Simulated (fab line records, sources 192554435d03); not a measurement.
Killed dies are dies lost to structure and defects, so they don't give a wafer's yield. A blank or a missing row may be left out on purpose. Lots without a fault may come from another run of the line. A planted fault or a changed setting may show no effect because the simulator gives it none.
Split-lot experiment | flow n5_finfet | 7 lots, 39 wafers read, on a route of 1938 steps

THE SPLIT
At N5_SD_EPI_N_EPI_21 (deposits Si:P, time 690 s), the setting epi_growth_time_s was moved away from the recipe's 690 s on 18 of the 39 wafers read, by -3.9% to +10.5%. The other wafers ran this setting at the recipe's value.

FROM THE SPLIT TO THE READING: what the file shows between them, 3 steps
- N5_SD_EPI_N_PRECLEAN_24: cleans in O3/DIW, time 60 s
- N5_SD_ACTIVATION_RTA_00: time 0 s
- N5_SD_ACTIVATION_LSA_01: time 0.0008 s

THE READING
RS_SD_N, in ohm/sq, at N5_SD_ACTIVATION_RS_MEAS_03 (measures by four-point-probe). Fault-free wafers of this fab line usually give 21.79 ohm/sq, standard deviation 0.27 ohm/sq.

wafer  | tool, chamber at the split | epi_growth_time_s as run, s | against the recipe | RS_SD_N, ohm/sq | against lot-mates on the recipe
L074.1 | epi_rpcvd-03, 0            | 690                         | recipe             | 22.08           | -
L074.2 | epi_rpcvd-03, 0            | 690                         | recipe             | 21.43           | -
L074.3 | epi_rpcvd-03, 0            | 717                         | +3.9%              | 21.56           | -0.27
L074.4 | epi_rpcvd-03, 0            | 717                         | +3.9%              | 21.63           | -0.20
L074.5 | epi_rpcvd-03, 0            | 717                         | +3.9%              | 21.60           | -0.23
L074.6 | epi_rpcvd-03, 0            | 690                         | recipe             | 21.99           | -
L075.1 | epi_rpcvd-04, 0            | 690                         | recipe             | 22.02           | -
L075.2 | epi_rpcvd-04, 0            | 690                         | recipe             | 21.58           | -
L075.3 | epi_rpcvd-04, 0            | 663.4                       | -3.9%              | 22.70           | +0.81
L075.4 | epi_rpcvd-04, 0            | 690                         | recipe             | 22.07           | -
L075.5 | epi_rpcvd-04, 0            | 663.4                       | -3.9%              | 23.13           | +1.24
L075.6 | epi_rpcvd-04, 0            | 663.4                       | -3.9%              | 22.74           | +0.85
L082.1 | epi_rpcvd-03, 0            | 743.2                       | +7.7%              | 20.96           | -0.85
L082.2 | epi_rpcvd-03, 0            | 690                         | recipe             | 21.65           | -
L082.3 | epi_rpcvd-03, 0            | 743.2                       | +7.7%              | 20.72           | -1.09
L082.4 | epi_rpcvd-03, 0            | 690                         | recipe             | 22.00           | -
L082.5 | epi_rpcvd-03, 0            | 690                         | recipe             | 21.79           | -
L082.6 | epi_rpcvd-03, 0            | 743.2                       | +7.7%              | 20.93           | -0.88
L086.1 | epi_rpcvd-01, 0            | 690                         | recipe             | 21.59           | -
L086.2 | epi_rpcvd-01, 0            | 690                         | recipe             | 21.66           | -
L086.4 | epi_rpcvd-01, 0            | 690                         | recipe             | 21.75           | -
L087.1 | epi_rpcvd-03, 0            | 762.5                       | +10.5%             | 20.33           | -1.67
L087.2 | epi_rpcvd-03, 0            | 690                         | recipe             | 22.10           | -
L087.3 | epi_rpcvd-03, 0            | 762.5                       | +10.5%             | 20.19           | -1.81
L087.4 | epi_rpcvd-03, 0            | 690                         | recipe             | 22.04           | -
L087.5 | epi_rpcvd-03, 0            | 762.5                       | +10.5%             | 20.82           | -1.18
L087.6 | epi_rpcvd-03, 0            | 690                         | recipe             | 21.86           | -
L092.1 | epi_rpcvd-01, 0            | 690                         | recipe             | 21.53           | -
L092.2 | epi_rpcvd-01, 0            | 690                         | recipe             | 21.80           | -
L092.3 | epi_rpcvd-01, 0            | 690                         | recipe             | 21.61           | -
L092.4 | epi_rpcvd-01, 0            | 757.4                       | +9.8%              | 20.42           | -1.23
L092.5 | epi_rpcvd-01, 0            | 757.4                       | +9.8%              | 20.40           | -1.25
L092.6 | epi_rpcvd-01, 0            | 757.4                       | +9.8%              | 20.48           | -1.17
L096.1 | epi_rpcvd-04, 0            | 690                         | recipe             | 21.66           | -
L096.2 | epi_rpcvd-04, 0            | 743.6                       | +7.8%              | 20.59           | -1.04
L096.3 | epi_rpcvd-04, 0            | 743.6                       | +7.8%              | 20.60           | -1.03
L096.4 | epi_rpcvd-04, 0            | 690                         | recipe             | 21.43           | -
L096.5 | epi_rpcvd-04, 0            | 743.6                       | +7.8%              | 20.39           | -1.24
L096.6 | epi_rpcvd-04, 0            | 690                         | recipe             | 21.79           | -

THE FIT
A straight line over all 39 wafers: RS_SD_N changes by -0.148 ohm/sq for each +1% of epi_growth_time_s; r = -0.93; the points scatter about the line by 0.26 ohm/sq.
The same after taking each lot's own level away (the mean of its wafers on the recipe; 39 wafers): -0.145 ohm/sq for each +1%; r = -0.95; scatter 0.22 ohm/sq.
On that fit, the largest move of epi_growth_time_s shifts the reading by 1.5 ohm/sq.
The lots' own levels span 21.627 to 22.000 ohm/sq, that is 1.4 times the standard deviation above.
So the lot-to-lot level changes the slope little: the two slopes agree.
Check: with one of the wafers moved furthest among these (+10.5%) left out of the fit, the line predicts -1.42 ohm/sq for it against its lot-mates. It came out at -1.67 ohm/sq against them.

OTHER SPLITS ON THESE WAFERS
These wafers also went through other splits before the reading. Each is held against what the fit with the lots' levels taken away leaves over:
other split on the same wafers       | wafers away from the commonest value | r with RS_SD_N (lot level and that fit taken away)
N5_DUMMY_GATE_ETCH_37 source_w       | 12                                   | +0.08
N5_DUMMY_GATE_ETCH_31 target_depth_a | 18                                   | -0.16
N5_DUMMY_GATE_ETCH_32 time_s         | 9                                    | -0.14
N5_DUMMY_GATE_ETCH_42 bias_w         | 12                                   | +0.04

THE WHOLE CHAIN: every reading that the file lists as answering this split, in the file's order
step                        | what it does                 | reading                                                                         | change (the file's fit)               | r (the file's)
N5_SD_EPI_N_EPI_21          | deposits Si:P, time 690 s    | Si-P_of_SD_EPI_N_EPI_21.thk_nm (the simulator's own value, which no gauge read) | +0.384 nm for each +1% of the setting | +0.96
N5_SD_ACTIVATION_RS_MEAS_03 | measures by four-point-probe | RS_SD_N                                                                         | -0.137 for each +1% of the setting    | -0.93

THE FILE'S OWN FIT
RS_SD_N changes by -0.137 ohm/sq for each +1% of epi_growth_time_s, r = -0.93.
